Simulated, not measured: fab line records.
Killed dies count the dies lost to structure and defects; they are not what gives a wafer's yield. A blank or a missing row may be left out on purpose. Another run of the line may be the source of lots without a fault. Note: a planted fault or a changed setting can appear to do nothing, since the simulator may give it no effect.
Which of the tools did it? -- flow nand-harc -- 8 lots, 24 wafers sampled, at 5 steps of a route of 1159

== WHAT EACH GAUGE READ, for each wafer ==
NHARC_END_SORT_01.
lot,measured,on,defect-limited-yield (%),killed-at-array,killed-at-other,killed-at-periphery,killed-dies,killed-open,killed-short,sort_bin_2_pct (%),sort_bin_3_pct (%),sort_bin_4_pct (%),sort-n-pass,sort-rim-yield-pct (%),sort-yield-pct (%)
L654,day 20 20:11,prober-02,95.9 96.2 95.6,24 22 25,0 0 0,4 4 5,28 26 30,1 3 1,0 0 1,1.2 1.2 1.8,0 0 0.44,3.0 2.7 2.2,649 651 647,95.3 95.3 96.2,95.9 96.2 95.6
L653,day 21 11:41,prober-02,0 0 0,22 21 22,652 653 653,3 3 2,677 677 677,6 5 1,2 1 3,97.6 97.5 97.2,0 0 0,2.4 2.5 2.8,0 0 0,0 0 0,0 0 0
L658,day 21 12:50,prober-01,0 0 0,10 9 13,661 663 659,6 5 5,677 677 677,4 1 3,0 1 1,97.9 98.5 98.4,0.15 0.15 0.15,1.9 1.3 1.5,0 0 0,0 0 0,0 0 0

== WHAT TOOL EACH LOT RAN ON (gives the tool, then ch and the chambers of the sampled wafers, and finally the start) ==
lot,NHARC_A_BONDPAD_PRE_CLEAN_26,NHARC_A_BONDPAD_ANNEAL_28,NHARC_A_BONDPAD_CMP_19,NHARC_THIN_TSV_GRIND_00
L649,"pvd-sputter-01, day 18 03:50 or earlier","rtp-anneal-01 ch 0, day 18 03:50","cmp-04 ch 0,2,3, day 18 04:08","grinder-01 ch 0, day 18 22:11"
L648,"pvd-sputter-03, day 18 05:55 or earlier","rtp-anneal-01 ch 0, day 18 05:55","cmp-04 ch 0,1,2, day 18 06:17","grinder-01 ch 0, day 19 00:23"
L651,"pvd-sputter-01, day 18 11:05 or earlier","rtp-anneal-02 ch 0, day 18 11:05","cmp-03 ch 0,3, day 18 11:28","grinder-01 ch 0, day 19 01:35"
L650,"pvd-sputter-02, day 18 11:29 or earlier","rtp-anneal-01 ch 0, day 18 11:29","cmp-03 ch 1,2,3, day 18 11:50","grinder-01 ch 0, day 18 23:11"
L652,"pvd-sputter-03, day 19 01:46 or earlier","rtp-anneal-02 ch 0, day 19 01:46","cmp-03 ch 0,3, day 19 02:02","grinder-01 ch 0, day 19 13:35"
L654,"pvd-sputter-02, day 19 13:04 or earlier","rtp-anneal-01 ch 0, day 19 13:04","cmp-01 ch 0,2,3, day 19 13:24","grinder-01 ch 0, day 20 01:26"
L653,"pvd-sputter-01, day 19 22:36 or earlier","rtp-anneal-02 ch 0, day 19 22:36","cmp-04 ch 0,3, day 19 22:56","grinder-01 ch 0, day 20 11:28"
L658,"pvd-sputter-01, day 20 06:55 or earlier","rtp-anneal-01 ch 0, day 20 06:55","cmp-01 ch 1,2,3, day 20 07:15","grinder-01 ch 0, day 20 18:07"
- NHARC_A_BONDPAD_PRE_CLEAN_26: time 30 s.
- NHARC_A_BONDPAD_ANNEAL_28: time 90 s.
- NHARC_A_BONDPAD_CMP_19: polishes, t overpolish 30 s, cu recess touch 16 s, target thk 169.8 nm.
- NHARC_THIN_TSV_GRIND_00

== AS READ BY THE TOOLS THEMSELVES (means over the sampled wafers that have a number; for cases with no such wafer, the mark the record gives instead) ==
NHARC_A_BONDPAD_PRE_CLEAN_26.
lot,tool,heater-power-w (W)
L649,pvd-sputter-01,433
L648,pvd-sputter-03,421
L651,pvd-sputter-01,428
L650,pvd-sputter-02,399
L652,pvd-sputter-03,410
L654,pvd-sputter-02,420
L653,pvd-sputter-01,428
L658,pvd-sputter-01,419

NHARC_A_BONDPAD_ANNEAL_28.
lot,tool,wafer_temp_C_max
L649,rtp-anneal-01,225.68
L648,rtp-anneal-01,225.66
L651,rtp-anneal-02,226.21
L650,rtp-anneal-01,225.80
L652,rtp-anneal-02,226.27
L654,rtp-anneal-01,226.04
L653,rtp-anneal-02,225.73
L658,rtp-anneal-01,225.93

NHARC_A_BONDPAD_CMP_19.
lot,tool,motor-current-A (A),overpolish-run-s (s)
L649,cmp-04,11.1,29.993
L648,cmp-04,11.4,29.992
L651,cmp-03,12.2,30.004
L650,cmp-03,12.2,29.994
L652,cmp-03,12.6,30.000
L654,cmp-01,10.5,29.992
L653,cmp-04,11.0,29.995
L658,cmp-01,12.6,29.997

NHARC_THIN_TSV_GRIND_00.
lot,tool,motor-current-A (A)
L649,grinder-01,12.003
L648,grinder-01,12.027
L651,grinder-01,11.993
L650,grinder-01,11.975
L652,grinder-01,11.997
L654,grinder-01,11.992
L653,grinder-01,11.998
L658,grinder-01,12.007

== THE ANSWER, worked out from the rows above alone ==
Rule: what is usual is taken from the lots themselves. Put in order of their means at a reading, lots are off if they are a third of the lots or fewer, leave a main group of 4 or more, and stand apart from it by a gap of 3 or more times the standard deviation of the main group's means; of several such gaps the widest counts. A main group is skipped when, at the precision printed for the reading in the tables above, its means are all equal. Also off: a lot with no number at a reading for which 4 or more lots have one. All remaining lots with rows at the step are treated as sound. First the gauges in route order, then the tools' own readings, where a lot's mean is used as printed above. At the first step where some lot is off, the reading lying furthest off is the one used; lots without a number count as furthest.
No lot is off on any of the readings shown, so nothing can be concluded from this.

== WHAT THE SIMULATOR HAD PUT IN ==
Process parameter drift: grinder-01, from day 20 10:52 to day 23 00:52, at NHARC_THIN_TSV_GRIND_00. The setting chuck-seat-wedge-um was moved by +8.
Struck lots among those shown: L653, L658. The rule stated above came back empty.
